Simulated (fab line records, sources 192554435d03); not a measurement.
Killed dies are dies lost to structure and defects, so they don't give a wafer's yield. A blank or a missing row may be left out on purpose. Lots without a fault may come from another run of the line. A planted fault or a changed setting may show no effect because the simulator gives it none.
A struck lot beside a sound one | flow n5_finfet | 14 steps out of a route of 1938
Sound: wafers L723.2, L723.3, L723.6. Struck: wafers L718.1, L718.2. The cause comes at the end.
At each step with rows: each side's tool, then ch and its chambers, then its first start. Under that, the readings that differ: sound wafers | struck wafers | difference of the means | sigmas: that difference in standard deviations of wafers without a fault.
alike: readings whose means differ by less than 2 such deviations, and words and numbers that are the same on both sides. not compared: withheld readings, readings that some wafer has no value for, bounds like >300 that may hide the same value, and numbers for which the record gives no deviation and whose values overlap.
The two part at a step that has a row with sigmas, a row that says differs or no value, or rows on one side only. Numbers that don't overlap but have no deviation are shown without sigmas and don't part them. A reading that every wafer of one side lacks parts them only if that side has two wafers or more.

first, 8 steps without rows for these wafers: N5_BEOL_M11_COAT_59 (time 60 s, resist thk 100 nm); N5_BEOL_M11_COAT_60 (time 60 s, resist thk 30 nm); N5_BEOL_M11_COAT_05 (resist thk 90 nm); N5_BEOL_M11_EBR_07; N5_BEOL_M11_SOFTBAKE_06 (time 60 s); N5_BEOL_M11_EXPOSE_08 (exposes mask M11); N5_BEOL_M11_PEB_09 (peb time 60 s); N5_BEOL_M11_DEVELOP_10 (develop time 30 s).
N5_BEOL_M11_CD_MEAS_11: target cd 64.1 nm.
  sound on cd_sem-03 ch 0, day 14 10:14; struck on cd_sem-02 ch 0, day 13 07:00
  alike: cd_nm
N5_BEOL_M11_OVL_MEAS_12:
  sound on overlay-02 ch 0, day 14 10:16; struck on overlay-01 ch 0, day 13 07:02
  alike: M11_OVL
N5_BEOL_M11_INSPECT_13: inspects for defects (brightfield).
  sound on defect_inspect-02, day 14 10:17; struck on defect_inspect-01, day 13 07:03
  alike: raw_defect_count
N5_BEOL_M11_DESCUM_16: chemistry O2, time 7.9 s.
  sound on rie_diel-02 ch 0,2, day 14 10:19; struck on rie_diel-03 ch 0,1, day 13 07:05
  alike: drypump_motor_current_A, oes_product_au, rf_vpp_V, showerhead_plenum_p_Torr, throttle_valve_pct
  not compared: rf_hours_counter_h
N5_BEOL_M11_ETCH_61: etches SiARC in CF4, target depth 39 nm, time 65 s.
  sound on rie_diel-02 ch 0,2, day 14 10:22; struck on rie_diel-03 ch 0,1, day 13 07:07
  reading               | sound          | struck    | difference | sigmas
  etch_rf_on_time_s (s) | 66.2 64.2 64.0 | 80.6 81.1 | +16.0      | +12
  oes_product_au (a.u.) | 0.59 0.81 0.82 | 0.54 0.56 | -0.19      | -3
  alike: drypump_motor_current_A, rf_vpp_V, showerhead_plenum_p_Torr, throttle_valve_pct
  not compared: rf_hours_counter_h
N5_BEOL_M11_ETCH_62: etches SOC in N2/H2, target depth 110 nm, overetch 22 nm, time 165 s.
  sound on rie_diel-02 ch 0,2, day 14 10:25; struck on rie_diel-03 ch 0,1, day 13 07:10
  alike: drypump_motor_current_A, oes_product_au, rf_vpp_V, showerhead_plenum_p_Torr, throttle_valve_pct
  not compared: rf_hours_counter_h

WHERE THEY PART
Only at N5_BEOL_M11_ETCH_61, within this record. Later steps at which nothing parts them and some readings are alike: N5_BEOL_M11_ETCH_62.

WHY: what the simulator had put in
Process parameter drift: rie_diel-03, from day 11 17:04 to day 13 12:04, at N5_BEOL_M11_ETCH_61. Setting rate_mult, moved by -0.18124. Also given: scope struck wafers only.
